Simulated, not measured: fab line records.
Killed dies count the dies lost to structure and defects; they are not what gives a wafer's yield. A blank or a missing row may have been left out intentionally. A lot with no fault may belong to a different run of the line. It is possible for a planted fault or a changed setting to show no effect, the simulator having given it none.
fab line records    flow n5_finfet
record: lots: 11  wafers: 33  last_day: 19
route steps=1938 shown BEOL_M12@1614 PASSIVATION@1936
lots with no fault: from the same line, run without faults
start_h: the number of hours between the record's first day and the start of the first shown wafer of the lot    wait_h: time in hours since the lot's previous step    " identical to the entry in the row above    L1.1+2: a single row standing in for several wafers    - value missing, or start not given    * or withheld: withheld    < > ~ a bound
route shown NAME@n: a module of which the file shows steps, and the number in the route of the first    usual: mean/standard deviation of fault-free wafers    same: alike in all rows    chamber/n: place in a boat    sites: the reading at each site    _std_site: standard deviation of those values    _edge_site: inner sites' mean taken away from outer sites' mean    radius_mm: for every site, how far away it sits from the centre of the wafer    mask NAME#n: copy n    behind: the last tool/chamber to shape the wafer    hold: what put the lot on hold/how long, in hours/how the hold closed    device: transistor that didn't switch, given as n, p or np    end of line: tests of these same wafers at the route's end    where a step has no rows: the recipe by itself    killed: dies lost to structure and defects at the first sort, not the wafer's yield    map: shows each die of a wafer: x if killed, . if not, _ if none is there
set.NAME: the setting as run; set.NAME@STEP: as run at that earlier step    model.NAME: the simulator's own value behind a step, which no gauge read
route steps across a sampled set of lots; one table per step, one row per wafer
services: from which hour (start_h, from the record's first day; less than 0 if before it) a tool's chamber was out of use, for how many hours, and why
== steps ==
step: N5_BEOL_M12_INSPECT_12
recipe: mode: adi  inspect_instrument: macro
usual: raw_defect_count: 2.1/1.5
lot.wafer  tool               chamber  start_h  wait_h  raw_defect_count
L929.1     defect_inspect-02  -        228.53   0.0     4
L929.4     "                  -        "        "       2
L929.6     "                  -        "        "       0
L930.2     defect_inspect-01  -        234.90   0.0     3
L930.4     "                  -        "        "       2
L930.5     "                  -        "        "       2
L935.2     defect_inspect-01  -        267.50   0.0     5
L935.3     "                  -        "        "       4
L935.4     "                  -        "        "       0
L939.1     defect_inspect-01  -        302.02   0.0     3
L939.3     "                  -        "        "       0
L939.5     "                  -        "        "       4
L940.2     defect_inspect-01  -        310.40   0.0     0
L940.4     "                  -        "        "       1
L940.6     "                  -        "        "       1
L944.1     defect_inspect-01  -        320.51   0.0     3
L944.4     "                  -        "        "       1
L944.6     "                  -        "        "       1
L943.1     defect_inspect-01  -        324.62   0.0     7
L943.4     "                  -        "        "       2
L943.5     "                  -        "        "       5
L949.4     defect_inspect-02  -        372.52   0.0     1
L949.5     "                  -        "        "       5
L949.6     "                  -        "        "       1
L950.1     defect_inspect-02  -        380.83   0.0     1
L950.3     "                  -        "        "       4
L950.6     "                  -        "        "       2
L952.1     defect_inspect-02  -        394.39   0.0     1
L952.3     "                  -        "        "       2
L952.6     "                  -        "        "       3
L951.1     defect_inspect-02  -        413.08   0.0     2
L951.3     "                  -        "        "       3
L951.4     "                  -        "        "       3
step: N5_BEOL_M12_ETCH_59
recipe: chemistry: N2/H2  target: BARC  target_depth_a: 890  overetch_a: 267  time_s: 67.9  ion_energy_ev: 200  pressure_mtorr: 30  source_w: 840  bias_w: 150  n2_flow_sccm: 200  h2_flow_sccm: 200
usual: chamber_pressure_mTorr: 30.00/0.036  drypump_motor_current_A: 5.6/0.32  oes_product_au: 0.67/0.064  rf_vpp_V: 524.4/1.9  showerhead_plenum_p_Torr: 2.56/0.071  throttle_valve_pct: 17.86/0.23
same: time_s: 67.9
lot.wafer  tool         chamber  start_h  wait_h  chamber_pressure_mTorr  drypump_motor_current_A  oes_product_au  rf_hours_counter_h  rf_vpp_V  showerhead_plenum_p_Torr  throttle_valve_pct
L929.1     rie_diel-03  1        228.75   0.0     30.02                   5.8                      0.64            136                 524.7     2.53                      17.67
L929.4     "            3        "        "       30.03                   5.1                      0.62            181                 523.9     2.54                      18.03
L929.6     "            3        "        "       30.02                   5.2                      0.62            -                   524.4     2.54                      18.03
L930.2     rie_diel-01  0        235.01   0.0     30.02                   5.7                      0.70            78                  527.6     2.70                      17.64
L930.4     "            3        "        "       29.98                   5.5                      0.73            -                   522.9     2.48                      17.64
L930.5     "            0        "        "       29.94                   5.7                      0.70            -                   527.4     2.70                      17.63
L935.2     rie_diel-06  0        267.57   0.0     30.00                   5.9                      0.69            98                  521.6     2.45                      17.60
L935.3     "            2        "        "       29.97                   5.5                      0.68            102                 524.0     2.56                      17.90
L935.4     "            3        "        "       29.96                   5.1                      0.60            -                   526.1     2.64                      18.53
L939.1     rie_diel-03  0        302.15   0.0     30.05                   5.3                      0.74            35                  524.8     2.56                      17.69
L939.3     "            2        "        "       30.01                   6.3                      0.60            246                 522.9     2.49                      17.87
L939.5     "            2        "        "       30.02                   6.3                      0.59            -                   522.8     2.49                      17.86
L940.2     rie_diel-03  2        310.47   0.0     29.96                   6.3                      0.59            249                 523.4     2.49                      17.87
L940.4     "            1        "        "       29.99                   5.8                      0.63            163                 523.5     2.52                      17.74
L940.6     "            0        "        "       30.00                   5.3                      0.73            -                   524.5     2.56                      17.66
L944.1     rie_diel-03  3        320.60   0.0     29.98                   5.2                      0.60            213                 523.8     2.53                      18.10
L944.4     "            1        "        "       30.02                   5.8                      0.63            -                   524.4     2.52                      17.75
L944.6     "            1        "        "       30.05                   5.8                      0.63            -                   523.5     2.52                      17.76
L943.1     rie_diel-01  0        324.96   0.0     30.01                   5.7                      0.67            114                 527.6     2.68                      17.71
L943.4     "            1        "        "       30.00                   5.4                      0.62            232                 525.5     2.63                      18.18
L943.5     "            1        "        "       29.99                   5.5                      0.61            -                   525.1     2.63                      18.18
L949.4     rie_diel-01  0        372.59   0.0     29.96                   5.7                      0.66            128                 527.5     2.68                      17.73
L949.5     "            2        "        "       29.95                   5.7                      0.74            -                   525.3     2.60                      18.00
L949.6     "            3        "        "       30.00                   5.5                      0.68            -                   522.0     2.46                      17.73
L950.1     rie_diel-03  2        380.90   0.0     29.98                   6.3                      0.79            16                  523.2     2.48                      17.54
L950.3     "            1        "        "       29.95                   5.8                      0.61            189                 524.2     2.51                      17.80
L950.6     "            3        "        "       29.99                   5.1                      0.58            -                   522.3     2.52                      18.14
L952.1     rie_diel-01  2        394.46   0.0     29.98                   5.7                      0.72            47                  525.1     2.60                      18.04
L952.3     "            3        "        "       29.95                   5.5                      0.68            120                 521.9     2.46                      17.74
L952.6     "            3        "        "       29.96                   5.5                      0.67            -                   522.2     2.46                      17.76
L951.1     rie_diel-01  3        413.15   0.0     29.99                   5.5                      0.67            126                 520.5     2.46                      17.76
L951.3     "            0        "        "       29.96                   5.7                      0.65            144                 526.6     2.67                      17.75
L951.4     "            2        "        "       30.06                   5.6                      0.71            54                  524.3     2.59                      18.03
step: N5_BEOL_M12_COAT_22
recipe: spin_rpm: 2888  resist_thk_nm: 300
usual: resist_line_temp_C: 23.01/0.11  spin_speed_rpm: 2888.0/1.7
lot.wafer  tool            chamber  start_h  wait_h  resist_line_temp_C  spin_speed_rpm
L929.1     litho_track-05  0        229.25   -       23.24               2890.6
L929.4     "               0        "        "       23.05               2889.1
L929.6     "               0        "        "       23.05               2891.2
L930.2     litho_track-02  0        235.51   -       23.03               2889.3
L930.4     "               0        "        "       22.95               2886.6
L930.5     "               0        "        "       22.89               2887.6
L935.2     litho_track-02  0        268.07   -       23.06               2887.0
L935.3     "               0        "        "       23.00               2888.6
L935.4     "               0        "        "       23.07               2889.6
L939.1     litho_track-05  0        302.65   -       23.00               2970.9
L939.3     "               0        "        "       22.99               2972.1
L939.5     "               0        "        "       23.05               2973.6
L940.2     litho_track-05  0        310.98   -       23.09               2970.9
L940.4     "               0        "        "       23.22               2974.9
L940.6     "               0        "        "       22.98               2973.3
L944.1     litho_track-03  0        321.21   -       23.12               2889.4
L944.4     "               0        "        "       23.14               2889.6
L944.6     "               0        "        "       23.08               2888.1
L943.1     litho_track-02  0        325.47   -       23.08               2891.0
L943.4     "               0        "        "       22.99               2888.8
L943.5     "               0        "        "       23.13               2888.3
L949.4     litho_track-02  0        373.09   -       22.82               2885.1
L949.5     "               0        "        "       22.86               2886.2
L949.6     "               0        "        "       22.83               2886.1
L950.1     litho_track-05  0        381.40   -       22.83               2886.6
L950.3     "               0        "        "       22.93               2888.8
L950.6     "               0        "        "       22.93               2887.1
L952.1     litho_track-05  0        394.96   -       23.12               2886.8
L952.3     "               0        "        "       22.96               2889.6
L952.6     "               0        "        "       22.93               2890.5
L951.1     litho_track-02  0        413.65   -       23.04               2888.1
L951.3     "               0        "        "       22.86               2887.8
L951.4     "               0        "        "       22.95               2885.9
step: N5_BEOL_M12_OVL_MEAS_29
recipe: points_per_wafer: 44
usual: M12_OVL: 0/5.4
lot.wafer  tool        chamber  start_h  wait_h  M12_OVL[nm]
L929.1     overlay-01  0        229.56   0.0     1
L929.4     "           0        "        "       -7
L929.6     "           0        "        "       -2
L930.2     overlay-01  0        235.95   0.0     1
L930.4     "           0        "        "       5
L930.5     "           0        "        "       1
L935.2     overlay-02  0        268.38   0.0     6
L935.3     "           0        "        "       -2
L935.4     "           0        "        "       5
L939.1     overlay-01  0        302.97   0.0     6
L939.3     "           0        "        "       4
L939.5     "           0        "        "       5
L940.2     overlay-01  0        311.29   0.0     2
L940.4     "           0        "        "       4
L940.6     "           0        "        "       1
L944.1     overlay-01  0        321.65   0.0     -3
L944.4     "           0        "        "       3
L944.6     "           0        "        "       3
L943.1     overlay-01  0        325.78   0.0     -3
L943.4     "           0        "        "       0
L943.5     "           0        "        "       -9
L949.4     overlay-01  0        373.40   0.0     2
L949.5     "           0        "        "       -1
L949.6     "           0        "        "       0
L950.1     overlay-01  0        381.84   0.0     3
L950.3     "           0        "        "       -3
L950.6     "           0        "        "       -4
L952.1     overlay-01  0        395.28   0.0     1
L952.3     "           0        "        "       10
L952.6     "           0        "        "       -1
L951.1     overlay-02  0        413.96   0.0     9
L951.3     "           0        "        "       10
L951.4     "           0        "        "       2
step: N5_PASSIVATION_PROBE_49
usual: defect_limited_yield: 91.0/1.3  killed_at_M0_to_M3: 33/10  killed_at_M4_up: 14/5.6  killed_at_contacts: 12/5.8  killed_at_front_end: 43/11  killed_at_other: 4.1/2.8  killed_dies: 106/15  killed_open: 70/12  killed_short: 34/7.5  sort_bin_5_function: 5.3/0.88  sort_bin_6_memory: 3.3/0.64  sort_bin_8_speed: 0.00/0.016  sort_n_pass: 1074/15  sort_yield_pct: 91.0/1.3
same: gross_dies: 1180  killed_at_back_side: 0  sort_bin_4_leakage[%]: 0
lot.wafer  tool       chamber  start_h  wait_h  defect_limited_yield[%]  killed_at_M0_to_M3  killed_at_M4_up  killed_at_contacts  killed_at_front_end  killed_at_other  killed_dies  killed_open  killed_short  sort_bin_5_function[%]  sort_bin_6_memory[%]  sort_bin_8_speed[%]  sort_n_pass  sort_yield_pct[%]
L930.2     prober-02  -        283.76   0.2     91.0                     36                  4                9                   53                   4                106          63           41            5.3                     3.3                   0                    1074         91.0
L930.4     prober-02  -        283.86   0.3     89.1                     22                  11               18                  74                   4                129          77           52            6.3                     4.1                   0                    1051         89.1
L930.5     prober-02  -        283.91   0.4     91.9                     38                  10               7                   38                   2                95           58           37            4.7                     3.1                   0                    1085         91.9
L944.1     prober-01  -        356.70   0.0     91.7                     26                  12               4                   52                   4                98           62           35            5.5                     2.6                   0                    1082         91.7
L944.4     prober-01  -        356.85   0.2     90.1                     43                  24               1                   47                   2                117          69           42            6.0                     3.1                   0                    1063         90.1
L944.6     prober-01  -        356.95   0.3     91.8                     39                  13               7                   36                   2                97           67           24            5.1                     2.9                   0                    1083         91.8
L950.1     prober-02  -        416.18   0.0     91.2                     22                  26               12                  35                   9                104          70           33            4.9                     3.6                   0                    1076         91.2
L950.3     prober-02  -        416.28   0.1     89.5                     21                  26               20                  49                   8                124          82           42            6.6                     3.6                   0                    1056         89.5
L950.6     prober-02  -        416.43   0.3     93.5                     31                  8                8                   25                   5                77           45           31            3.6                     2.5                   0                    1103         93.5
killed by level:class
L930.2 STI_FIN_REVEAL:geometric_particle:open=14 BEOL_M0_SAQP:geometric_particle:short=11 BEOL_M0_SAQP:geometric_particle:open=11 FIN_SAQP:geometric_particle:open=10 FIN_SAQP:geometric_particle:short=8 MOL_CONTACT_COAG:geometric_particle:open=8 BEOL_M3:geometric_particle:open=6 STARTING-WAFER:geometric_particle:open=5
L930.4 FIN_SAQP:geometric_particle:short=24 FIN_SAQP:geometric_particle:open=22 MOL_CONTACT_COAG:geometric_particle:open=15 BEOL_M0_SAQP:geometric_particle:open=6 GATE_CUT:geometric_particle:short=5 BEOL_M0_SAQP:geometric_particle:short=5 STI_FIN_REVEAL:geometric_particle:open=4 BEOL_M3:geometric_particle:open=4
L930.5 FIN_SAQP:geometric_particle:open=14 BEOL_M0_SAQP:geometric_particle:open=13 FIN_SAQP:geometric_particle:short=11 BEOL_M0_SAQP:geometric_particle:short=10 MOL_CONTACT_COAG:geometric_particle:open=5 BEOL_M2:geometric_particle:open=4 BEOL_M0:geometric_particle:open=4 BEOL_M4:geometric_particle:open=3
L944.1 FIN_SAQP:geometric_particle:open=12 STI_FIN_REVEAL:geometric_particle:open=12 FIN_SAQP:geometric_particle:short=10 STI_FIN_REVEAL:geometric_particle:short=7 BEOL_M1:geometric_particle:open=5 BEOL_M0_SAQP:geometric_particle:open=4 BEOL_M0:geometric_particle:open=4 BEOL_M1:geometric_particle:short=4
L944.4 BEOL_M4:geometric_particle:open=12 BEOL_M3:geometric_particle:open=11 STI_FIN_REVEAL:geometric_particle:open=9 FIN_SAQP:geometric_particle:short=8 BEOL_M0_SAQP:geometric_particle:short=7 BEOL_M0_SAQP:geometric_particle:open=7 BEOL_M1:geometric_particle:open=6 BEOL_M4:geometric_particle:short=5
L944.6 DUMMY_GATE:geometric_particle:open=9 BEOL_M1:geometric_particle:open=9 BEOL_M3:geometric_particle:open=8 FIN_SAQP:geometric_particle:open=7 STI_FIN_REVEAL:geometric_particle:open=7 MOL_CONTACT_COAG:geometric_particle:open=6 BEOL_M0_SAQP:geometric_particle:open=6 BEOL_M0_SAQP:geometric_particle:short=4
L950.1 BEOL_M4:geometric_particle:open=12 MOL_CONTACT_COAG:geometric_particle:open=10 BEOL_M0_SAQP:geometric_particle:open=7 BEOL_M2:geometric_particle:open=7 FIN_SAQP:geometric_particle:short=6 FIN_SAQP:geometric_particle:open=6 STI_FIN_REVEAL:geometric_particle:open=5 BEOL_M4:geometric_particle:short=5
L950.3 MOL_CONTACT_COAG:geometric_particle:open=18 FIN_SAQP:geometric_particle:open=11 STI_FIN_REVEAL:geometric_particle:open=11 FIN_SAQP:geometric_particle:short=8 BEOL_M4:geometric_particle:open=8 BEOL_M2:geometric_particle:open=7 GATE_CUT:geometric_particle:short=6 DUMMY_GATE:geometric_particle:open=5
L950.6 BEOL_M0_SAQP:geometric_particle:open=11 BEOL_M0_SAQP:geometric_particle:short=9 MOL_CONTACT_COAG:geometric_particle:open=6 FIN_SAQP:geometric_particle:short=4 STI_FIN_REVEAL:geometric_particle:short=4 BEOL_M3:geometric_particle:open=4 STI_FIN_REVEAL:geometric_particle:open=3 DUMMY_GATE:geometric_particle:open=3
== services ==
tool            chamber  start_h  hours  kind
litho_track-05  -        212.44   -      consumable_replace:filter
rie_diel-06     -        232.17   14.6   pm
rie_diel-01     2        232.53   -      clean
rie_diel-01     2        232.53   -      consumable_replace:focus_ring
rie_diel-01     2        232.53   27.3   scheduled_down
rie_diel-01     2        232.53   27.3   vent_cycle
rie_diel-03     2        263.59   3.8    repair
rie_diel-06     1        265.85   -      clean
rie_diel-06     1        265.85   -      consumable_replace:focus_ring
rie_diel-06     1        265.85   16.0   scheduled_down
litho_track-05  -        270.09   -      consumable_replace:filter
rie_diel-03     2        313.92   -      clean
rie_diel-03     2        313.92   -      consumable_replace:focus_ring
rie_diel-03     2        313.92   18.7   scheduled_down
rie_diel-03     2        313.92   18.7   vent_cycle
rie_diel-03     0        317.64   4.0    repair
rie_diel-01     1        338.06   3.9    repair
rie_diel-03     1        354.52   4.8    repair
rie_diel-03     -        372.66   0.1    repair
rie_diel-01     1        383.90   -      clean
rie_diel-01     1        383.90   -      consumable_replace:focus_ring
rie_diel-01     1        383.90   12.7   scheduled_down
rie_diel-01     1        383.90   12.7   vent_cycle
rie_diel-06     3        400.20   6.6    repair
== key ==
first_sign: step: N5_BEOL_M12_COAT_22  reading: spin_speed_rpm  direction: up  sigmas: 49  usual: *  struck: *
effect none on later readings
met_at N5_BEOL_M12_COAT_22
struck_lots L939,L940
not_acting_at N5_BEOL_M12_INSPECT_12,N5_BEOL_M12_ETCH_59,N5_BEOL_M12_OVL_MEAS_29
onset_between 229.25 302.65
fault: kind: process_parameter_drift  tool: litho_track-05  chamber: -  onset_h: 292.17  steps: N5_BEOL_M12_COAT_22  channel: spin_rpm  offset: *  shape: step  end_h: 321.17  acts_in: *  stated: *
